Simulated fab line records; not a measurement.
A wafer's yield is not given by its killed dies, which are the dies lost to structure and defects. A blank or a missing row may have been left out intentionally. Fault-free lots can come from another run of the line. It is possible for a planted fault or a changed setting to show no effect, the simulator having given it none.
fab line records	flow nandHarc
record: lots: 6	wafers: 18	lastDay: 33
route steps=1302 shown A_CHANNEL_HOLE_D1@483 A_CHANNEL_FILL_D1@490 END@1302
lots that met no fault: from a run of the same line without faults
startH: hours from the record's opening day to when the first of the lot's shown wafers began	waitH: hours since the lot's step before	" unchanged from the row above	L1.1+2: one row covering several wafers at once	- value missing, or start not given	* or withheld: withheld	< > ~ a bound
route shown NAME@n: names a module that has steps shown in the file, with the first one's number in the route	usual: mean/standard deviation of fault-free wafers	same: alike in all rows	chamber/n: place in a boat	sites: each site's reading	_std_site: standard deviation across them	_edge_site: the outer-site mean with the inner-site mean subtracted	radiusMm: for every site, how far away it sits from the centre of the wafer	mask NAME#n: copy n	behind: the tool/chamber that last shaped the wafer	hold: cause of the lot's hold/its duration in hours/its outcome	device: whichever transistor did not switch (one of n, p or np)	end of line: the tests these same wafers got at the end of their route	a step without rows: its recipe alone	killed: count of dies lost to structure and defects at first sort (not the wafer's yield)	map: a wafer's dies, marking killed ones x, the rest . and places with no die _
set.NAME: the setting as run; set.NAME@STEP: as run at that earlier step	model.NAME: the simulator's own value behind a step, which no gauge read
lots at selected steps of the route; one table per step, one row per wafer
services: when a tool's chamber went out of use (startH, in hours from the record's first day, below 0 if earlier), for how many hours, and the reason
== steps ==
step: NHARC_A_CHANNEL_HOLE_D1_ETCH_44
recipe: targetDepthA: 1400	overetchA: 140	timeS: 77	ionEnergyEv: 100	cf4FlowSccm: 80	o2FlowSccm: 20	arFlowSccm: 0	rfW: 300	biasW: 100	chemistry: CF4/O2
step: NHARC_A_CHANNEL_HOLE_D1_STRIP_27
recipe: o2FlowSccm: 500	arFlowSccm: 0	biasW: 0	chemistry: O2
step: NHARC_A_CHANNEL_HOLE_D1_PRECLEAN_28
recipe: timeS: *	tempC: 50	bathAgeMin: 0	chemistry: SC1
step: NHARC_A_CHANNEL_HOLE_D1_SRD_29
step: NHARC_A_CHANNEL_HOLE_D1_CD_MEAS_30
usual: cdNm: 89.7/1.4
lot.wafer	tool	chamber	startH	waitH	cdNm
L586.3	cdSem-02	-	304.50	-	90.4
L586.4	"	-	"	"	88.6
L586.5	"	-	"	"	88.3
L590.1	cdSem-02	-	351.12	-	87.3
L590.4	"	-	"	"	89.2
L590.6	"	-	"	"	90.2
L591.1	cdSem-01	-	358.49	-	89.4
L591.4	"	-	"	"	87.9
L591.6	"	-	"	"	89.0
L593.2	cdSem-01	-	360.89	-	89.6
L593.3	"	-	"	"	89.0
L593.4	"	-	"	"	89.1
L595.1	cdSem-02	-	386.64	-	91.0
L595.3	"	-	"	"	90.6
L595.6	"	-	"	"	89.7
L597.2	cdSem-02	-	415.64	-	90.1
L597.4	"	-	"	"	89.0
L597.5	"	-	"	"	90.4
step: NHARC_A_CHANNEL_HOLE_D1_XSEM_31
recipe: landingEnergyEv: 35000
usual: botCdNm: 74.3/1.5	bowNm: 8.57/0.27	tiltDeg: 0.06/0.04
lot.wafer	tool	chamber	startH	waitH	botCdNm	bowNm	tiltDeg
L586.3	xsem-02	0	304.60	0.1	74.4	9.08	0.06
L586.4	"	0	"	"	72.6	8.98	0.06
L586.5	"	0	"	"	73.0	8.99	0.06
L590.1	xsem-02	0	351.21	0.1	71.6	8.47	0.06
L590.4	"	0	"	"	73.2	8.54	0.06
L590.6	"	0	"	"	74.1	8.47	0.06
L591.1	xsem-01	0	358.57	0.1	75.0	8.39	0.07
L591.4	"	0	"	"	73.6	8.46	0.07
L591.6	"	0	"	"	75.5	8.40	0.07
L593.2	xsem-02	0	360.99	0.1	74.3	8.49	0.07
L593.3	"	0	"	"	72.6	8.38	0.07
L593.4	"	0	"	"	73.2	8.45	0.07
L595.1	xsem-02	0	386.73	0.1	76.1	8.87	0.04
L595.3	"	0	"	"	75.1	8.76	0.04
L595.6	"	0	"	"	75.5	8.82	0.04
L597.2	xsem-01	0	415.73	0.1	74.5	8.53	0.04
L597.4	"	0	"	"	73.3	8.54	0.04
L597.5	"	0	"	"	74.4	8.53	0.04
step: NHARC_A_CHANNEL_HOLE_D1_INSPECT_40
usual: rawDefectCount: 70/25
lot.wafer	tool	chamber	startH	waitH	rawDefectCount
L586.3	defectInspect-01	-	304.69	-	119
L586.4	"	-	"	"	91
L586.5	"	-	"	"	108
L590.1	defectInspect-02	-	351.31	-	85
L590.4	"	-	"	"	89
L590.6	"	-	"	"	85
L591.1	defectInspect-02	-	358.67	-	71
L591.4	"	-	"	"	56
L591.6	"	-	"	"	58
L593.2	defectInspect-02	-	361.08	-	108
L593.3	"	-	"	"	102
L593.4	"	-	"	"	117
L595.1	defectInspect-02	-	386.83	-	60
L595.3	"	-	"	"	65
L595.6	"	-	"	"	61
L597.2	defectInspect-02	-	415.83	-	64
L597.4	"	-	"	"	52
L597.5	"	-	"	"	62
step: NHARC_A_CHANNEL_FILL_D1_PRECLEAN_00
recipe: timeS: *	tempC: 50	bathAgeMin: 0	chemistry: SC1
step: NHARC_A_CHANNEL_FILL_D1_SRD_01
step: NHARC_A_CHANNEL_FILL_D1_ALD_02
recipe: targetThkA: 60	pulseTimeS: 10	aldCycles: 60	tempC: 300	material: SiO2
usual: aldCycles: 60/0	heaterPowerW: 473/43	precursorPulseHeightRel: 0.998/0.02
lot.wafer	tool	chamber	startH	waitH	aldCycles	heaterPowerW	precursorPulseHeightRel
L586.3	aldHk-03	3	304.99	0.2	60	476	0.980
L586.4	"	1	"	"	60	461	0.993
L586.5	"	3	"	"	60	463	1.009
L590.1	aldHk-01	0	351.62	0.2	60	523	0.984
L590.4	"	1	"	"	60	466	1.008
L590.6	"	3	"	"	60	457	1.026
L591.4	aldHk-01	2	361.53	-	60	546	1.006
L591.1	"	3	"	"	60	458	1.016
L591.6	"	1	"	"	60	468	1.016
L593.4	aldHk-01	3	361.89	0.7	60	466	0.998
L593.3	"	0	"	"	60	523	1.007
L593.2	"	1	"	"	60	472	0.995
L595.1	aldHk-03	3	387.17	-	60	454	0.966
L595.3	"	1	"	"	60	465	1.020
L595.6	"	2	"	"	60	443	0.961
L597.2	aldHk-01	1	416.17	-	60	473	0.988
L597.4	"	2	"	"	60	565	1.023
L597.5	"	3	"	"	60	460	1.008
step: NHARC_A_CHANNEL_FILL_D1_ALD_03
recipe: targetThkA: 60	pulseTimeS: 60	aldCycles: 58	tempC: 630	pressureTorr: 2	material: SiNx
usual: aldCycles: 58/0	precursorPulseHeightRel: 0.998/0.019
lot.wafer	tool	chamber	startH	waitH	aldCycles	precursorPulseHeightRel
L586.3	aldSinBatch-01	0	-	-	58	1.010
L586.4	"	0	"	"	58	0.984
L586.5	"	0	"	"	58	0.978
L590.1	aldSinBatch-02	0	-	-	58	0.993
L590.4	"	0	"	"	58	0.971
L590.6	"	0	"	"	58	0.975
L591.1	aldSinBatch-03	0	-	-	58	0.988
L591.4	"	0	"	"	58	1.013
L591.6	"	0	"	"	58	1.015
L593.2	aldSinBatch-03	0	-	-	58	0.977
L593.3	"	0	"	"	58	0.995
L593.4	"	0	"	"	58	1.010
L595.1	aldSinBatch-02	0	-	-	58	1.031
L595.3	"	0	"	"	58	1.004
L595.6	"	0	"	"	58	1.009
L597.2	aldSinBatch-02	0	-	-	58	1.021
L597.4	"	0	"	"	58	0.987
L597.5	"	0	"	"	58	1.007
step: NHARC_A_CHANNEL_FILL_D1_ALD_14
recipe: targetThkA: 25	pulseTimeS: 10	aldCycles: 25	tempC: 300	material: SiO2
usual: aldCycles: 25/0	heaterPowerW: 462/42	precursorPulseHeightRel: 0.998/0.018
lot.wafer	tool	chamber	startH	waitH	aldCycles	heaterPowerW	precursorPulseHeightRel
L586.4	aldHk-02	2	309.77	0.3	25	515	0.997
L586.3	"	0	"	"	25	420	0.984
L586.5	"	2	"	"	25	509	0.983
L590.1	aldHk-01	2	359.32	1.9	25	550	1.011
L590.4	"	3	"	"	25	462	0.996
L590.6	"	1	"	"	25	488	0.995
L591.4	aldHk-02	3	368.40	0.0	25	443	1.011
L591.1	"	1	"	"	25	429	0.933
L591.6	"	0	"	"	25	417	0.998
L593.2	aldHk-03	2	368.40	0.0	25	448	1.007
L593.4	"	3	"	"	25	468	1.000
L593.3	"	0	"	"	25	448	1.003
L595.1	aldHk-03	1	395.31	0.9	25	470	0.991
L595.3	"	3	"	"	25	470	0.984
L595.6	"	2	"	"	25	440	1.001
L597.4	aldHk-01	3	423.07	0.1	25	456	0.950
L597.2	"	1	"	"	25	476	0.991
L597.5	"	2	"	"	25	572	0.979
step: NHARC_A_CHANNEL_FILL_D1_ALD_15
recipe: targetThkA: 20	pulseTimeS: 60	aldCycles: 19	tempC: 630	pressureTorr: 2	material: SiNx
usual: aldCycles: 19/0	precursorPulseHeightRel: 0.998/0.02
lot.wafer	tool	chamber	startH	waitH	aldCycles	precursorPulseHeightRel
L586.3	aldSinBatch-01	0	312.66	-	19	0.939
L586.4	"	0	"	"	19	0.962
L586.5	"	0	"	"	19	1.030
L590.1	aldSinBatch-02	0	362.15	-	19	1.006
L590.4	"	0	"	"	19	0.982
L590.6	"	0	"	"	19	0.999
L591.1	aldSinBatch-02	0	371.52	-	33	0.979
L591.4	"	0	"	"	33	1.008
L591.6	"	0	"	"	33	1.001
L593.2	aldSinBatch-02	0	371.52	-	33	0.984
L593.3	"	0	"	"	33	1.001
L593.4	"	0	"	"	33	0.994
L595.1	aldSinBatch-03	0	398.65	3.3	19	0.994
L595.3	"	0	"	"	19	0.976
L595.6	"	0	"	"	19	1.011
L597.2	aldSinBatch-03	0	426.16	-	19	1.002
L597.4	"	0	"	"	19	0.999
L597.5	"	0	"	"	19	0.979
step: NHARC_A_CHANNEL_FILL_D1_ALD_16
recipe: targetThkA: 15	pulseTimeS: 10	aldCycles: 15	tempC: 300	material: SiO2
usual: aldCycles: 15/0	heaterPowerW: 468/44	precursorPulseHeightRel: 1.002/0.019
lot.wafer	tool	chamber	startH	waitH	aldCycles	heaterPowerW	precursorPulseHeightRel
L586.4	aldHk-02	2	314.69	0.0	15	523	1.008
L586.3	"	1	"	"	15	408	1.000
L586.5	"	3	"	"	15	441	1.027
L590.1	aldHk-01	1	364.42	0.2	15	475	0.977
L590.4	"	2	"	"	15	566	1.024
L590.6	"	1	"	"	15	481	1.002
L591.1	aldHk-02	2	373.58	0.0	15	510	0.991
L591.4	"	0	"	"	15	419	1.005
L591.6	"	2	"	"	15	506	1.016
L593.4	aldHk-03	2	373.60	0.1	15	445	1.011
L593.2	"	3	"	"	15	479	1.011
L593.3	"	0	"	"	15	463	1.029
L595.3	aldHk-02	3	401.59	0.9	15	451	1.004
L595.1	"	0	"	"	15	413	0.963
L595.6	"	2	"	"	15	509	0.982
L597.2	aldHk-02	0	428.30	0.1	15	409	0.959
L597.4	"	2	"	"	15	497	1.026
L597.5	"	0	"	"	15	416	0.997
step: NHARC_END_SORT_01
recipe: tempC: 25
usual: defectLimitedYield: 90.6/2.3	killedAtArray: 59/16	killedAtOther: 0.8/1.1	killedAtPeriphery: 3.6/2.4	killedDies: 64/16	killedOpen: 3.4/1.8	killedShort: 2.5/1.6
same: grossDies: 677
lot.wafer	tool	chamber	startH	waitH	defectLimitedYield[%]	killedAtArray	killedAtOther	killedAtPeriphery	killedDies	killedOpen	killedShort
L590.1	prober-01	0	741.60	2.5	91.9	50	3	2	55	5	4
L590.4	prober-01	0	744.02	3.4	91.3	55	1	3	59	6	2
L590.6	prober-01	0	745.64	4.0	92.3	46	3	3	52	3	4
L595.1	prober-01	0	763.49	2.5	88.8	73	0	3	76	3	2
L595.3	prober-01	0	765.06	3.1	88.0	80	0	1	81	3	4
L595.6	prober-01	0	767.43	3.9	89.5	71	0	0	71	3	3
killed by level:class
L590.1 A_CHANNEL_HOLE_D1:chamberFilmFlake=33 THIN_TSV:chamberFilmFlake=3 A_CONTACT:chamberFilmFlake=3 A_CHANNEL_FILL_D1:geometricParticle:open=2 A_SLIT:chamberFilmFlake=2 A_CHANNEL_FILL_D1:chamberFilmFlake=2 A_STAIRCASE:chamberFilmFlake=2 P_CONTACT:geometricParticle:open=1
L590.4 A_CHANNEL_HOLE_D1:chamberFilmFlake=35 A_CONTACT:chamberFilmFlake=4 A_CONTACT:geometricParticle:open=3 A_DECK1_JOINT:chamberFilmFlake=3 A_SLIT:chamberFilmFlake=3 P_STI:chamberFilmFlake=2 A_CHANNEL_HOLE_D1:geometricParticle:short=1 A_WL_FILL:geometricParticle:short=1
L590.6 A_CHANNEL_HOLE_D1:chamberFilmFlake=30 A_STAIRCASE:chamberFilmFlake=4 P_CONTACT:geometricParticle:short=3 A_SLIT:chamberFilmFlake=3 THIN_TSV:chamberFilmFlake=3 A_SGD_CUT:chamberFilmFlake=2 A_CHANNEL_FILL_D1:geometricParticle:open=1 A_SGD_CUT:geometricParticle:short=1
L595.1 A_CHANNEL_HOLE_D2:chamberFilmFlake=27 A_CHANNEL_HOLE_D1:chamberFilmFlake=20 A_STAIRCASE:chamberFilmFlake=9 A_SLIT:chamberFilmFlake=7 A_CONTACT:chamberFilmFlake=6 A_DECK1_JOINT:geometricParticle:open=2 P_M0:geometricParticle:open=1 P_M2:geometricParticle:short=1
L595.3 A_CHANNEL_HOLE_D2:chamberFilmFlake=28 A_CHANNEL_HOLE_D1:chamberFilmFlake=20 A_SLIT:chamberFilmFlake=8 A_STAIRCASE:chamberFilmFlake=6 A_WL_FILL:chamberFilmFlake=5 A_CONTACT:chamberFilmFlake=4 A_M1:geometricParticle:open=2 A_ONON_D1:geometricParticle:short=1
L595.6 A_CHANNEL_HOLE_D2:chamberFilmFlake=25 A_CHANNEL_HOLE_D1:chamberFilmFlake=14 A_STAIRCASE:chamberFilmFlake=9 A_CONTACT:chamberFilmFlake=8 A_WL_FILL:chamberFilmFlake=5 A_SLIT:chamberFilmFlake=2 A_CHANNEL_HOLE_D1:geometricParticle:short=1 A_CHANNEL_FILL_D2:geometricParticle:short=1
== services ==
tool	chamber	startH	hours	kind
aldHk-01	-	304.64	10.0	pm
aldHk-01	0	304.64	10.0	ventCycle
aldHk-01	1	304.64	10.0	ventCycle
aldHk-01	2	304.64	10.0	ventCycle
aldHk-01	3	304.64	10.0	ventCycle
aldHk-01	0	314.64	-	clean
aldHk-01	1	314.64	-	clean
aldHk-01	2	314.64	-	clean
aldHk-01	3	314.64	-	clean
aldHk-02	1	354.96	10.0	ventCycle
aldHk-02	2	354.96	10.0	ventCycle
aldHk-02	0	364.96	-	clean
aldHk-02	1	364.96	-	clean
aldHk-02	2	364.96	-	clean
aldHk-02	3	364.96	-	clean
aldHk-02	-	372.83	0.7	repair
xsem-01	-	374.00	14.0	pm
aldHk-03	-	398.02	10.0	pm
aldHk-03	0	398.02	10.0	ventCycle
aldHk-03	1	398.02	10.0	ventCycle
aldHk-03	2	398.02	10.0	ventCycle
aldHk-03	3	398.02	10.0	ventCycle
aldHk-03	0	408.02	-	clean
aldHk-03	1	408.02	-	clean
== key ==
firstSign: step: NHARC_A_CHANNEL_FILL_D1_ALD_15	reading: aldCycles	direction: up	sigmas: 99+	usual: 19	struck: 33
effect none on later readings
metAt NHARC_A_CHANNEL_FILL_D1_ALD_15
struckWafers L591.1,L591.4,L591.6,L593.2,L593.3,L593.4
rowsEnd L591.1,L591.4,L591.6,L593.2,L593.3,L593.4
onsetBetween 362.15 371.52
fault: kind: processParameterDrift	tool: aldSinBatch-02	chamber: -	onsetH: 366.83	steps: NHARC_A_CHANNEL_FILL_D1_ALD_15	channel: aldCycles	offset: 14	shape: step	endH: 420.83	actsIn: theseRecipesOnly	stated: 19
rowsEnd: these wafers met a further fault down the route, and their rows from its step on are left out
